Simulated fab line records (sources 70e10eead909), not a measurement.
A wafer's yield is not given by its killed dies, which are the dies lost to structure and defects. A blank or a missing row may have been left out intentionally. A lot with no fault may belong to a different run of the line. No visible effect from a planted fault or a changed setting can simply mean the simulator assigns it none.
Chamber matching	flow nandHarc	NHARC_A_STAIRCASE_DEP_301 on pecvd-01: 3 sister chambers
The step deposits SiON, target thk 30 nm. 16 wafers are shown with their chamber, then 8 later ones without.

## EACH WAFER AND ITS CHAMBER
wafer	chamber	heaterPowerW (W)
L079.2	0	760
L079.4	0	729
L079.6	2	598
L083.1	0	688
L083.3	1	859
L083.5	1	834
L086.2	0	703
L086.4	1	869
L086.5	0	707
L088.3	1	878
L088.4	0	737
L088.6	1	837
L091.3	2	570
L091.5	0	795
L091.6	2	566
L090.1	2	659

SIGNATURES (means of the wafers above)
reading	chamber 0	chamber 1	chamber 2	scatter within a chamber
heaterPowerW	731.29	855.40	598.25	34.2
Rule: a wafer's distance from a chamber is the root of the sum, over the readings, of the square of ((its reading less the chamber's mean) divided by the reading's scatter). The wafer belongs to the nearest chamber; if the next one is less than 2 further off, it can't be placed. The scatter is the square root of a quotient: the sum, over the shown wafers, of each reading's squared deviation from its chamber's mean, divided by wafers minus chambers.

## WAFERS MISSING THEIR CHAMBER
wafer	heaterPowerW (W)
L090.2	741
L090.3	849
L094.1	683
L094.2	599
L094.5	679
L095.2	549
L095.4	545
L095.6	722

## EACH ONE'S CHAMBER
wafer	from the rows above	in truth
L090.2	0	0
L090.3	1	1
L094.1	can't be placed: 0 or 2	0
L094.2	2	2
L094.5	can't be placed: 0 or 2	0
L095.2	2	2
L095.4	2	2
L095.6	0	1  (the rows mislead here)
Correct placement for 5 of the 8. These rows do not allow placing 2 (true chamber among the candidates in 2). 1 placed wrongly.
